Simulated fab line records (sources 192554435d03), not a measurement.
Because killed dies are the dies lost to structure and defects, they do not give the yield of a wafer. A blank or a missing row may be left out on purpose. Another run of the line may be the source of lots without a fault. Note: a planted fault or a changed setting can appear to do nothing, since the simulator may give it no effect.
One fault through the eyes of 3 desks / flow n5-finfet / every desk sees just its own numbers, and what lay behind them comes last
Where a reading is given only as a bound, like >300, the bound stands for it, and a mean or a difference that rests on one is marked > or <: the true number lies beyond.

== THE DEFECT DESK ==
For each lot, the counts of the inspections along the route, averaged over the sampled wafers that have a number. The brackets show how far a lot's mean lies from the usual mean; more than 4 standard deviations puts the lot out of limits, marked OUT.
Columns: A = raw-defect-count at N5_BEOL_M0_CUTY_INSPECT_59, usual 2.0
lot=L545; first seen here=day 8 03:57; A=1.7
lot=L552; first seen here=day 9 20:43; A=>300 (+99 or more) OUT
lot=L554; first seen here=day 10 10:53; A=>300 (+99 or more) OUT
lot=L557; first seen here=day 10 21:43; A=3.0
This desk finds L552, L554 out of limits, L552 being first, at day 9 20:43 (raw-defect-count at N5_BEOL_M0_CUTY_INSPECT_59). L545, L557 stayed within limits.

== METROLOGY DESK ==
Lot by lot, what the gauges showed, no matter which tool ran the lot: averages of those sampled wafers that carry a number. The brackets show how far a lot's mean lies from the usual mean; more than 4 standard deviations puts the lot out of limits, marked OUT. 7 of its 10 readings are shown, namely those furthest out on some lot.
Columns: A = IOFF_P at N5_BEOL_M4_RC_MEAS_101, usual 0.20 nA/um; B = ION_N at N5_BEOL_M4_RC_MEAS_101, usual 673 uA/um; C = ION_P at N5_BEOL_M4_RC_MEAS_101, usual 462 uA/um; D = SS_N at N5_BEOL_M4_RC_MEAS_101, usual 71.2 mV/dec; E = SS_P at N5_BEOL_M4_RC_MEAS_101, usual 73.0 mV/dec; F = VT_N at N5_BEOL_M4_RC_MEAS_101, usual 252 mV; G = VT_P at N5_BEOL_M4_RC_MEAS_101, usual -251 mV
lot=L545; first seen here=day 10 08:39; A=0.22; B=684; C=463; D=72.0; E=73.9; F=248; G=-250
lot=L552; first seen here=day 12 04:05; A=0.28; B=690; C=478; D=72.1; E=74.3; F=246; G=-242
lot=L554; first seen here=day 12 23:55; A=0.23; B=678; C=463; D=71.2; E=73.6; F=248; G=-250
lot=L557; first seen here=day 13 04:30; A=0.14; B=659; C=451; D=70.2; E=72.0; F=256; G=-255
Finding of this desk: none of the 4 lots has anything out of limits.

== FOR THE TOOL OWNER'S DESK: ald-sin-04 ==
The tool's own readings at N5_BEOL_M0_SAQP_ALD_48 (deposits SiO2, target thk 20 nm, pulse time 1 s, co reactant pulse time 1 s): means of the sampled wafers that have a number, for each lot that ran on this tool. The brackets show how far a lot's mean lies from the usual mean; more than 4 standard deviations puts the lot out of limits, marked OUT.
Columns: A = heater-power-w at N5_BEOL_M0_SAQP_ALD_48, usual 79 W; B = precursor-pulse-height-rel at N5_BEOL_M0_SAQP_ALD_48, usual 0.996
lot=L545; first seen here=day 8 02:51; A=75; B=1.020
lot=L552; first seen here=day 9 19:39; A=80; B=0.972
lot=L554; first seen here=day 10 09:48; A=74; B=1.006
Finding of this desk: none of the 3 lots has anything out of limits.

== BROUGHT TOGETHER ==
The defect desk could have raised an alarm at day 9 20:43, on L552, L554.
Nothing out of limits was seen by the metrology desk.
The tool owner's desk saw nothing out of limits.
The metrology desk has L552, L554 on record, within its limits.
On record at the tool owner's desk: L552, L554, within its limits.
N5_BEOL_M0_SAQP_ALD_48 was run on ald-sin-04 by each of the lots named.

== WHAT HAD BEEN PUT IN BY THE SIMULATOR ==
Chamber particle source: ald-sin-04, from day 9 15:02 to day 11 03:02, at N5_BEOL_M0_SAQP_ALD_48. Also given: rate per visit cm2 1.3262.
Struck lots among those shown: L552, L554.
Hours from the fault's start to each desk's first reading out of limits: the defect desk, 6.
